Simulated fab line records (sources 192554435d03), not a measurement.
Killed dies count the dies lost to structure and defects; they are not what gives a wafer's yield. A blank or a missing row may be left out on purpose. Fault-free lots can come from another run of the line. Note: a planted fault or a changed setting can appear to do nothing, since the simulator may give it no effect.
fab line records -- flow n5_finfet -- part 2 of 2: steps 20 to 25 of 25
record lots=5, wafers=15, last_day=16
route steps=1938 shown MOL_CONTACT_COAG@567
lots that met no fault: taken from a fault-free run of the same line
start_h: the number of hours between the record's first day and the start of the first shown wafer of the lot -- wait_h: hours since the lot's step before -- " the same as in the row above -- L1.1+2: a row that stands for several wafers -- - no value present, or no start provided -- * or withheld: withheld -- < > ~ a bound
route shown NAME@n: a module of which the file shows steps, and the number in the route of the first -- usual: the fault-free wafers' mean and standard deviation -- same: alike in all rows -- chamber/n: place in a boat -- sites: each site's reading -- _std_site: standard deviation of those values -- _edge_site: inner sites' mean taken away from outer sites' mean -- radius_mm: how far each site lies from the wafer's centre -- mask NAME#n: copy n -- behind: the most recent tool/chamber to have shaped the wafer -- hold: cause of the lot's hold/its duration in hours/its outcome -- device: whichever transistor did not switch (one of n, p or np) -- end of line: the tests these same wafers got at the end of their route -- a step with no rows: only its recipe -- killed: not the wafer's yield, but the dies lost to structure and defects at the first sort -- map: per-die view of a wafer (x killed, . not killed, _ where there is no die)
set.NAME: the setting the step ran with; set.NAME@STEP: the setting that earlier step ran with -- model.NAME: the simulator's own value behind a step, which no gauge read
lots seen at some steps along the route; tables by step, rows by wafer
services: a tool's chamber out of use, with start hour (start_h, from the record's first day; less than 0 if before it), hours out, and reason
## steps
# step N5_MOL_CONTACT_COAG_VIA_ETCH_46
# recipe chemistry=C4F6/O2, target_depth_a=460, overetch_a=92, mask_material=SOC, target=SiO2, bias_w=455, pressure_mtorr=10, time_s=40, source_w=325, Ar_flow_sccm=300, C4F6_flow_sccm=10, O2_flow_sccm=10, ion_energy_ev=575.3, ends=end_point
# usual bias_w=455.1/1.4, drypump_motor_current_A=5.5/0.33, oes_f_703_au=0.78/0.067, oes_product_au=0.70/0.064, rf_fwd_power_W=322.8/1.2, rf_vpp_V=1586/30, showerhead_plenum_p_Torr=2.85/0.079, throttle_valve_pct=41.2/0.31
lot.wafer,tool,chamber,start_h,wait_h,bias_w,drypump_motor_current_A,oes_f_703_au,oes_product_au,rf_fwd_power_W,rf_hours_counter_h,rf_vpp_V,showerhead_plenum_p_Torr,throttle_valve_pct
L075.1,rie_diel-06,3,106.08,0.0,457.6,5.9,0.78,0.69,322.9,140,1539,2.75,41.3
L075.3,rie_diel-06,0,106.08,0.0,457.1,5.2,0.75,0.65,323.9,175,1559,2.94,41.3
L075.5,rie_diel-06,2,106.08,0.0,454.9,5.1,0.71,0.65,322.4,-,1597,2.97,41.0
L082.2,rie_diel-02,2,144.87,0.0,454.0,5.3,0.72,0.64,321.8,192,1627,2.71,41.4
L082.3,rie_diel-02,1,144.87,0.0,456.7,5.2,0.77,0.68,324.0,134,1566,2.84,41.1
L082.6,rie_diel-02,3,144.87,0.0,453.2,5.1,0.74,0.68,322.1,-,1633,2.95,41.7
L089.2,rie_diel-06,0,194.66,0.0,454.8,5.2,0.73,0.64,323.5,211,1559,2.93,41.4
L089.3,rie_diel-06,2,194.66,0.0,455.7,5.1,0.69,0.63,320.6,208,1595,2.95,41.0
L089.5,rie_diel-06,2,194.66,0.0,458.1,5.1,0.68,0.63,321.4,-,1595,2.95,41.0
L090.1,rie_diel-01,2,195.19,0.0,453.8,5.7,0.82,0.70,324.0,105,1562,2.85,41.0
L090.2,rie_diel-01,0,195.19,0.0,453.4,5.7,0.82,0.73,323.4,79,1600,2.88,41.4
L090.5,rie_diel-01,1,195.19,0.0,455.8,5.7,0.88,0.81,321.6,-,1618,2.89,40.7
L092.1,rie_diel-06,0,206.07,0.0,456.9,5.2,0.72,0.64,322.9,216,1557,2.92,41.4
L092.2,rie_diel-06,2,206.07,0.0,455.2,5.1,0.68,0.61,324.1,213,1595,2.95,41.0
L092.4,rie_diel-06,0,206.07,0.0,456.0,5.2,0.73,0.64,323.4,-,1558,2.92,41.4
# step N5_MOL_CONTACT_COAG_STRIP_96
# recipe chemistry=N2/H2, power_w=500, temp_c=40, pressure_mtorr=50, rf_frequency_hz=6e+07, overash_fraction=0.3, bias_power_w=28, h2_frac=0.5, n2_flow_sccm=300, h2_flow_sccm=300
# usual drypump_motor_current_A=5.5/0.32, oes_product_au=0.78/0.075, rf_vpp_V=121.9/1.4, showerhead_plenum_p_Torr=3.36/0.094, throttle_valve_pct=19.0/0.34
lot.wafer,tool,chamber,start_h,wait_h,drypump_motor_current_A,oes_product_au,rf_hours_counter_h,rf_vpp_V,showerhead_plenum_p_Torr,throttle_valve_pct
L075.1,rie_diel-06,3,106.14,0.0,5.9,0.77,140,121.3,3.25,19.4
L075.3,rie_diel-06,0,106.14,0.0,5.2,0.73,175,120.5,3.47,18.8
L075.5,rie_diel-06,2,106.14,0.0,5.1,0.73,-,124.3,3.48,18.8
L082.2,rie_diel-02,2,144.93,0.0,5.3,0.73,192,121.3,3.19,19.4
L082.3,rie_diel-02,1,144.93,0.0,5.3,0.78,134,122.2,3.38,18.8
L082.6,rie_diel-02,3,144.93,0.0,5.1,0.75,-,123.2,3.50,19.6
L089.2,rie_diel-06,0,194.73,0.0,5.2,0.70,211,121.1,3.45,18.9
L089.3,rie_diel-06,2,194.73,0.0,5.1,0.69,208,124.5,3.46,18.8
L089.5,rie_diel-06,2,194.73,0.0,5.1,0.69,-,122.4,3.46,18.9
L090.1,rie_diel-01,2,195.26,0.0,5.7,0.79,105,121.6,3.38,19.4
L090.2,rie_diel-01,0,195.26,0.0,5.7,0.82,79,121.1,3.40,18.9
L090.5,rie_diel-01,1,195.26,0.0,5.7,0.90,-,121.1,3.40,18.4
L092.1,rie_diel-06,0,206.13,0.0,5.2,0.70,216,122.8,3.45,18.9
L092.2,rie_diel-06,2,206.13,0.0,5.1,0.70,213,121.1,3.45,18.9
L092.4,rie_diel-06,0,206.13,0.0,5.2,0.70,-,122.2,3.45,18.9
# step N5_MOL_CONTACT_COAG_ETCH_47
# recipe chemistry=CH3F/O2, target=SiNx, target_depth_a=270, mask_material=SiO2, stop_on=W, over_etch_frac=0.2, ion_energy_ev=120, endpoint=OES-CN, pressure_mtorr=30, source_w=395, bias_w=73, Ar_flow_sccm=150, CH3F_flow_sccm=30, O2_flow_sccm=20, ends=end_point
# usual CH3F_flow_sccm=29.98/0.08, bias_w=72.98/0.23, drypump_motor_current_A=5.5/0.32, etch_rf_on_time_s=31.3/0.57, oes_f_703_au=0.78/0.068, oes_product_au=0.69/0.067, rf_fwd_power_W=386.2/1.8, rf_vpp_V=297/6, showerhead_plenum_p_Torr=2.01/0.059, throttle_valve_pct=16.51/0.18
lot.wafer,tool,chamber,start_h,wait_h,CH3F_flow_sccm,bias_w,drypump_motor_current_A,etch_rf_on_time_s,oes_f_703_au,oes_product_au,rf_fwd_power_W,rf_hours_counter_h,rf_vpp_V,showerhead_plenum_p_Torr,throttle_valve_pct
L075.1,rie_diel-06,3,106.18,0.0,30.01,72.84,5.9,31.8,0.79,0.69,389.8,140,288,1.93,16.43
L075.3,rie_diel-06,0,106.18,0.0,30.08,72.87,5.2,32.1,0.75,0.65,386.8,175,292,2.08,16.66
L075.5,rie_diel-06,2,106.18,0.0,30.01,72.91,5.1,31.4,0.72,0.64,386.2,-,300,2.09,16.52
L082.2,rie_diel-02,2,144.97,0.0,29.95,72.82,5.3,31.1,0.72,0.64,385.8,192,306,1.91,16.80
L082.3,rie_diel-02,1,144.97,0.0,29.95,73.04,5.3,31.0,0.76,0.68,387.8,134,293,2.01,16.31
L082.6,rie_diel-02,3,144.97,0.0,29.92,73.21,5.1,31.0,0.74,0.68,383.5,-,307,2.08,16.74
L089.2,rie_diel-06,0,194.77,0.0,29.95,72.96,5.2,31.8,0.72,0.63,387.8,211,291,2.06,16.73
L089.3,rie_diel-06,2,194.77,0.0,30.08,73.32,5.1,31.4,0.70,0.62,387.6,208,299,2.08,16.58
L089.5,rie_diel-06,2,194.77,0.0,30.02,73.21,5.1,31.3,0.70,0.62,387.1,-,299,2.08,16.59
L090.1,rie_diel-01,2,195.30,0.0,29.99,72.68,5.6,31.4,0.80,0.71,387.4,105,293,2.01,16.45
L090.2,rie_diel-01,0,195.30,0.0,30.08,72.68,5.7,31.4,0.82,0.73,388.4,79,301,2.03,16.43
L090.5,rie_diel-01,1,195.30,0.0,29.95,72.95,5.7,31.2,0.89,0.80,385.9,-,303,2.04,16.23
L092.1,rie_diel-06,0,206.17,0.0,29.88,72.66,5.2,32.6,0.72,0.63,385.4,216,293,2.06,16.75
L092.2,rie_diel-06,2,206.17,0.0,29.94,72.65,5.1,31.4,0.70,0.61,386.3,213,299,2.08,16.59
L092.4,rie_diel-06,0,206.17,0.0,30.01,72.74,5.2,32.5,0.72,0.63,386.3,-,292,2.06,16.77
# step N5_MOL_CONTACT_COAG_STRIP_119
# recipe chemistry=N2/H2, time_s=30, power_w=1000, temp_c=250, pressure_mtorr=withheld, n2_flow_sccm=1750, h2_flow_sccm=3250
# usual drypump_motor_current_A=5.20/0.27, heater_power_w=337/40
lot.wafer,tool,chamber,start_h,wait_h,drypump_motor_current_A,heater_power_w,rf_hours_counter_h
L075.1,plasma_asher-01,1,106.26,0.1,5.45,288,42
L075.3,plasma_asher-01,0,106.26,0.1,4.81,338,-
L075.5,plasma_asher-01,0,106.26,0.1,4.81,336,-
L082.2,plasma_asher-01,1,145.05,0.1,5.47,279,50
L082.3,plasma_asher-01,0,145.05,0.1,4.80,340,-
L082.6,plasma_asher-01,0,145.05,0.1,4.80,333,-
L089.2,plasma_asher-01,1,194.85,0.1,5.45,289,60
L089.3,plasma_asher-01,0,194.85,0.1,4.83,339,-
L089.5,plasma_asher-01,1,194.85,0.1,5.45,285,-
L090.1,plasma_asher-02,0,195.38,0.1,5.37,397,114
L090.2,plasma_asher-02,1,195.38,0.1,5.19,350,114
L090.5,plasma_asher-02,0,195.38,0.1,5.38,402,-
L092.1,plasma_asher-01,0,206.25,0.1,4.82,330,62
L092.2,plasma_asher-01,1,206.25,0.1,5.45,280,62
L092.4,plasma_asher-01,1,206.25,0.1,5.46,287,-
# step N5_MOL_CONTACT_COAG_PRECLEAN_144
# recipe chemistry=alkaline_clean, temp_c=60, time_s=60, do_ppb=50
lot.wafer,tool,chamber,start_h,wait_h
L075.1+3+5,wet_bench-02,"0,3,7",106.35,0.1
L082.2+3+6,wet_bench-06,"6,1,5",145.14,0.1
L089.2+3+5,wet_bench-02,"7,4,5",194.94,0.1
L090.1+2+5,wet_bench-04,"7,2,3",195.46,0.1
L092.1+2+4,wet_bench-02,"6,2,1",206.34,0.1
# step N5_MOL_CONTACT_COAG_SRD_145
# recipe dry=ipa_marangoni, time_s=30, temp_c=23, rinse_liquid=diw
lot.wafer,tool,chamber,start_h,wait_h
L075.1+3+5,wet_bench-02,"0,3,7",106.37,0.0
L082.2+3+6,wet_bench-06,"6,1,5",145.16,0.0
L089.2+3+5,wet_bench-02,"7,4,5",194.96,0.0
L090.1+2+5,wet_bench-04,"7,2,3",195.48,0.0
L092.1+2+4,wet_bench-02,"6,2,1",206.36,0.0
## services
tool,chamber,start_h,hours,kind
rie_diel-01,2,84.59,4.7,repair
ald_sin-03,2,85.31,13.8,repair
rie_diel-02,0,92.12,4.1,repair
rie_diel-06,3,93.50,2.2,repair
euv_scanner-01,-,110.66,1.0,pm
euv_scanner-02,-,116.35,1.0,pm
euv_scanner-01,-,119.24,5.8,pm
euv_scanner-02,-,140.23,4.6,pm
wet_bench-04,-,142.64,4.4,pm
rie_diel-06,1,144.17,-,clean
rie_diel-06,1,144.17,-,consumable_replace:focus_ring
rie_diel-06,1,144.17,14.5,scheduled_down
rie_diel-06,1,144.17,14.5,vent_cycle
euv_scanner-01,-,144.83,4.6,pm
plasma_asher-02,-,158.03,2.8,pm
euv_scanner-01,-,166.81,1.0,pm
euv_scanner-01,-,170.05,3.4,repair
rie_diel-02,2,173.19,5.9,repair
euv_scanner-02,-,173.50,1.0,pm
rie_diel-06,1,176.21,35.1,repair
ald_sin-03,-,176.81,14.0,pm
rie_diel-02,-,182.74,0.5,repair
rie_diel-02,2,192.53,6.0,repair
euv_scanner-02,0,204.82,-,calibration
